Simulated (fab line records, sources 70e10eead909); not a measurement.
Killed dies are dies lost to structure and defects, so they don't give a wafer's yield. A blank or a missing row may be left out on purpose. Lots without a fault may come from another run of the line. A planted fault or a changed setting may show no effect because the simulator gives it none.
Chamber matching | flow nand_harc | NHARC_A_SLIT_ETCH_29 on rie_diel-06: 4 sister chambers
The step etches the open film in CF4/O2, target depth 100 nm, overetch 10 nm, time 55 s. 8 wafers are shown with their chamber, then 10 later ones without.

WAFERS WITH THEIR CHAMBER
wafer  | chamber | drypump_motor_current_A (A) | rf_vpp_V (V)
L080.1 | 2       | 6.4                         | 196.3
L080.6 | 1       | 5.8                         | 198.2
L083.1 | 2       | 6.3                         | 196.2
L083.2 | 1       | 5.8                         | 198.4
L085.1 | 0       | 6.1                         | 198.3
L085.5 | 3       | 4.9                         | 199.5
L089.1 | 3       | 4.9                         | 200.4
L089.2 | 0       | 6.1                         | 199.8

WAFERS WITHOUT THEIR CHAMBER
wafer  | drypump_motor_current_A (A) | rf_vpp_V (V)
L089.6 | 4.9                         | 197.8
L093.1 | 4.9                         | 199.8
L093.3 | 5.8                         | 197.6
L093.4 | 6.1                         | 198.3
L094.1 | 5.8                         | 198.8
L094.3 | 6.1                         | 198.1
L094.6 | 6.4                         | 195.6
L097.2 | 5.8                         | 196.9
L097.3 | 4.9                         | 199.3
L097.4 | 6.1                         | 198.0

WHICH CHAMBER EACH WENT THROUGH
wafer  | from the rows above | in truth
L089.6 | 3                   | 3
L093.1 | 3                   | 3
L093.3 | 1                   | 1
L093.4 | 0                   | 0
L094.1 | 1                   | 1
L094.3 | 0                   | 0
L094.6 | 2                   | 2
L097.2 | 1                   | 1
L097.3 | 3                   | 3
L097.4 | 0                   | 0
Placed correctly: 10 of 10. Can't be placed from these rows: 0. Placed wrongly: 0.
How it was worked out, from the rows above alone: a wafer's distance from a chamber is the root of the sum, over the readings, of the square of ((its reading less the chamber's mean) divided by the reading's scatter). The wafer belongs to the nearest chamber; if the next one is less than 2 further off, it can't be placed. A chamber's mean is the mean of its shown wafers. The scatter: the root of (the sum of the squares of (reading less its chamber's mean) over the shown wafers, divided by (wafers less chambers)).
